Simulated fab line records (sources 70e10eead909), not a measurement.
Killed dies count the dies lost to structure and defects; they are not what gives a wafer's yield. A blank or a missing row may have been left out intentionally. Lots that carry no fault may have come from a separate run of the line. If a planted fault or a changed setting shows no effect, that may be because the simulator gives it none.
Chamber matching -- flow nandHarc -- 4 sister chambers for NHARC_P_M0_CMP_23 on cmp-03
The step polishes, t overpolish 20 s, target thk 117.53 nm. 8 wafers are shown with their chamber, then 11 later ones without.

WAFERS WITH THEIR CHAMBER
wafer,chamber,motorCurrentA (A),timeToEndpointS (s)
L082.5,1,11.6,32.0
L088.4,1,11.2,31.3
L088.5,2,11.0,31.0
L085.2,0,12.8,30.3
L089.1,0,12.5,32.1
L089.2,2,11.5,30.8
L089.3,3,11.9,29.6
L091.2,3,12.4,25.6

WAFERS WITH NO CHAMBER GIVEN
wafer,motorCurrentA (A),timeToEndpointS (s)
L091.5,11.3,30.6
L091.6,12.5,29.0
L095.1,12.6,26.8
L095.2,11.2,29.2
L095.5,12.2,27.7
L097.1,11.6,28.0
L097.2,12.2,27.6
L097.4,13.3,28.8
L096.2,12.6,26.6
L096.3,12.1,28.2
L096.6,12.2,29.8

CHAMBER TAKEN BY EACH
wafer,from the rows above,in truth
L091.5,can't be placed: 2 or 1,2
L091.6,can't be placed: 3 or 0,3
L095.1,can't be placed: 3 or 0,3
L095.2,can't be placed: 2 or 1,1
L095.5,3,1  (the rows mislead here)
L097.1,can't be placed: 3 or 2 or 1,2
L097.2,3,3
L097.4,can't be placed: 0 or 3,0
L096.2,can't be placed: 3 or 0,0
L096.3,3,3
L096.6,can't be placed: 3 or 0 or 1 or 2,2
Correctly placed: 2 of 11. Not placeable from these rows: 8 (in 8, the candidates include the true chamber). Number placed wrongly: 1.
How it was worked out, from the rows above alone: a wafer's distance from a chamber is the root of the sum, over the readings, of the square of ((its reading less the chamber's mean) divided by the reading's scatter). The wafer belongs to the nearest chamber; if the next one is less than 2 further off, it can't be placed. The mean given for a chamber averages the wafers shown for that chamber. How the scatter is found: for the shown wafers, subtract from each reading the mean of its chamber, square and add these, divide the total by (wafers less chambers), then take the root.
